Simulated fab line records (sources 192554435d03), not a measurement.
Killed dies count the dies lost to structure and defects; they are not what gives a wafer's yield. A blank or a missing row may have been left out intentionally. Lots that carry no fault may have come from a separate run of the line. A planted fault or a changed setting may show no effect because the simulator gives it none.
Chamber matching | flow n5Finfet | N5_BEOL_M15_ILD_DEP_00 on pecvd-01: 3 sister chambers
The step deposits SiO2 from TEOS/O2, target thk 1629.3 nm, time 346.1 s. 3 wafers are shown with their chamber, then 11 later ones without.

## WAFERS, EACH WITH ITS CHAMBER
wafer  | chamber | throttleValvePct (%)
L091.3 | 2       | 18.2
L091.5 | 0       | 19.6
L094.1 | 1       | 17.0

## WAFERS MISSING THEIR CHAMBER
wafer  | throttleValvePct (%)
L094.5 | 17.1
L094.6 | 18.1
L092.2 | 20.1
L092.3 | 17.1
L092.6 | 20.2
L095.1 | 19.8
L095.4 | 17.3
L095.5 | 17.9
L096.1 | 17.2
L096.2 | 18.1
L096.5 | 18.1

## WHICH CHAMBER EACH WENT THROUGH
wafer  | from the rows above | in truth
L094.5 | 1                   | 1
L094.6 | 2                   | 2
L092.2 | 0                   | 0
L092.3 | 1                   | 1
L092.6 | 0                   | 0
L095.1 | 0                   | 0
L095.4 | 1                   | 1
L095.5 | 2                   | 2
L096.1 | 1                   | 1
L096.2 | 2                   | 2
L096.5 | 2                   | 2
Correct placement for 11 of the 11. Not placeable from these rows: 0. 0 placed wrongly.
How it was worked out, from the rows above alone: a wafer's distance from a chamber is the root of the sum, over the readings, of the square of ((its reading less the chamber's mean) divided by the reading's scatter). If the next closest chamber is less than 2 further off than the closest, the wafer can't be placed; otherwise it belongs to the closest. For every chamber, the mean is computed from those of its wafers that are shown. The scatter (one wafer shown for each chamber): square how far every hidden wafer sits from the nearest shown wafer, average those squares and take the square root.
